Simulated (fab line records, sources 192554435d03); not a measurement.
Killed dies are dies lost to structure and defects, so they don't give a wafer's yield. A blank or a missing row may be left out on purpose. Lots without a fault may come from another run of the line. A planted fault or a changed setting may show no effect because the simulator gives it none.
Problem report in the 8D (eight disciplines) form, filled by code | flow n5_finfet | the parts of the form that need people (team, actions taken, sign-off) are left out

1. THE PROBLEM
rf_fwd_power_W at N5_BEOL_M0_ETCH_138 reads a mean of 623.4 W on 2 wafers of 2 lots; wafers without a fault read 386.6 W with a standard deviation of 1.6. That is +99 or more standard deviations from the usual mean.
The step: etches SiCN in CH3F/O2, target depth 12 nm, time 31.6 s.
First seen on wafer L542.3, day 9 14:42, on rie_diel-02. The record holds 27 wafers of 9 lots with a number at this step. Rule for "out", or "out of limits": more than 4 standard deviations from the usual mean. The other wafers with a number count as sound.

2. WHAT IT IS AND WHAT IT IS NOT
question                    | is                                          | is not
which readings at this step | rf_fwd_power_W, etch_rf_on_time_s, rf_vpp_V | drypump_motor_current_A, oes_product_au, showerhead_plenum_p_Torr, throttle_valve_pct
which lots                  | L542, L543                                  | L528, L533, L534, L535, L539, L549, L550
which wafers of those lots  | L542.3, L543.4                              | L542.2, L542.5, L543.3, L543.5
read on which tools         | rie_diel-02                                 | rie_diel-05, rie_diel-06
when                        | from day 9 14:42                            | up to then (17 sound wafers); but 8 sound wafers of L543, L549, L550 came after

3. SUSPECTS, AND WHAT RULES EACH OUT
Counting: a tool at a process step up to the reading stays a suspect if it ran every lot that is out. Sound lots after the first of them don't rule it out here, since some wafers of a struck lot are sound.
- rie_diel-02 at N5_BEOL_M0_ETCH_138 (etches SiCN in CH3F/O2, target depth 12 nm, time 31.6 s): kept. It ran every lot that is out, first L542 (day 9 14:42); its last sound lot up to then is L535 (day 8 03:23). Its own readings are out on those wafers: etch_rf_on_time_s, rf_fwd_power_W, rf_vpp_V.
- Within rie_diel-02 at N5_BEOL_M0_ETCH_138: the wafers that are out ran in chamber 0; their sound lot-mates ran in chambers 1, 2, 3.
Left after counting: rie_diel-02 at N5_BEOL_M0_ETCH_138.

4. THE CAUSE (what the simulator had put in)
Process parameter drift: rie_diel-02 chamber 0, from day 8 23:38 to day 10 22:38, at N5_BEOL_M0_ETCH_138. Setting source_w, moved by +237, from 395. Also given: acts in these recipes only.
Counting left only this tool.

5. THE CHAIN OF EFFECTS, in route order
Each row: a reading whose mean over the struck wafers that have a number lies more than 3 standard deviations from the usual. Only readings for which the record gives a usual standard deviation are gone through. hours: the time from each lot's start at the first step in this table that gives one to its start at this step, as a median over the lots. sigmas: the change in usual standard deviations.
hours | step                | reading           | usual   | on struck wafers | change | sigmas
0     | N5_BEOL_M0_ETCH_138 | etch_rf_on_time_s | 29.3 s  | 24.9             | -4.4   | -6.4
0     | N5_BEOL_M0_ETCH_138 | rf_fwd_power_W    | 386.6 W | 623.4            | +236.8 | +99 or more
0     | N5_BEOL_M0_ETCH_138 | rf_vpp_V          | 297.9 V | 253.2            | -44.6  | -26
The process steps in it:
- N5_BEOL_M0_ETCH_138: etches SiCN in CH3F/O2, target depth 12 nm, time 31.6 s.
Later measuring or inspecting steps at which every struck wafer that the step has a row for has a number for every such reading, and none has moved that far: N5_BEOL_M4_RC_MEAS_101.

6. WHAT WOULD HAVE CAUGHT IT SOONER
In this record the first reading out of limits was taken at day 9 14:42, 15 hours after the fault began at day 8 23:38.
